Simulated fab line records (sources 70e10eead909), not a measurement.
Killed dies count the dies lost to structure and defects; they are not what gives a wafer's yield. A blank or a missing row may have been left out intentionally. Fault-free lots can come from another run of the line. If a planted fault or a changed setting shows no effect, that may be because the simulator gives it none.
Matching of chambers    flow nand harc    4 sister chambers for NHARC_P_M2_CMP_23 on cmp-03
The step polishes, t overpolish 20 s, target thk 144.3 nm. 16 wafers are shown with their chamber, then 8 later ones without.

== EACH WAFER AND ITS CHAMBER ==
wafer   chamber  motor current A (A)  time to endpoint s (s)
L109.3  3        12.5                 30.8
L109.4  0        10.7                 33.3
L109.6  2        13.0                 32.4
L114.2  1        11.9                 26.2
L114.5  0        11.0                 24.9
L114.6  3        12.0                 28.3
L115.1  1        12.9                 24.5
L115.4  0        11.1                 29.6
L115.5  1        13.0                 26.9
L116.1  0        10.6                 27.4
L116.2  3        12.1                 27.0
L116.4  2        12.7                 27.5
L118.1  1        12.3                 25.6
L118.2  0        10.6                 27.3
L118.4  2        13.1                 27.2
L117.1  2        12.3                 28.8

SIGNATURES, as means of the wafers listed above
reading             chamber 0  chamber 1  chamber 2  chamber 3  scatter within a chamber
motor current A     10.800     12.525     12.775     12.200     0.36
time to endpoint s  28.500     25.800     28.975     28.700     2.37
Rule: distance of a wafer from a chamber = root of the sum over the readings of ((wafer's reading minus chamber's mean) / reading's scatter) squared. The wafer belongs to the nearest chamber; if the next one is less than 2 further off, it can't be placed. The scatter is the square root of a quotient: the sum, over the shown wafers, of each reading's squared deviation from its chamber's mean, divided by wafers minus chambers.

== WAFERS WITH NO CHAMBER GIVEN ==
wafer   motor current A (A)  time to endpoint s (s)
L117.3  12.5                 29.2
L117.5  12.1                 28.9
L119.1  10.5                 26.7
L119.2  12.7                 27.8
L119.3  12.7                 26.9
L120.1  12.1                 29.3
L120.3  12.2                 31.5
L120.5  12.5                 27.5

== WHICH CHAMBER EACH ONE RAN IN ==
wafer   from the rows above           in truth
L117.3  can't be placed: 2 or 3 or 1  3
L117.5  can't be placed: 3 or 1 or 2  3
L119.1  0                             0
L119.2  can't be placed: 2 or 1 or 3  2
L119.3  can't be placed: 1 or 2 or 3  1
L120.1  can't be placed: 3 or 2 or 1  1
L120.3  can't be placed: 3 or 2 or 1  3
L120.5  can't be placed: 1 or 3 or 2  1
Correctly placed: 1 of 8. Cannot be placed on the basis of these rows: 7; the candidates contain the true chamber in 7. 0 placed wrongly.
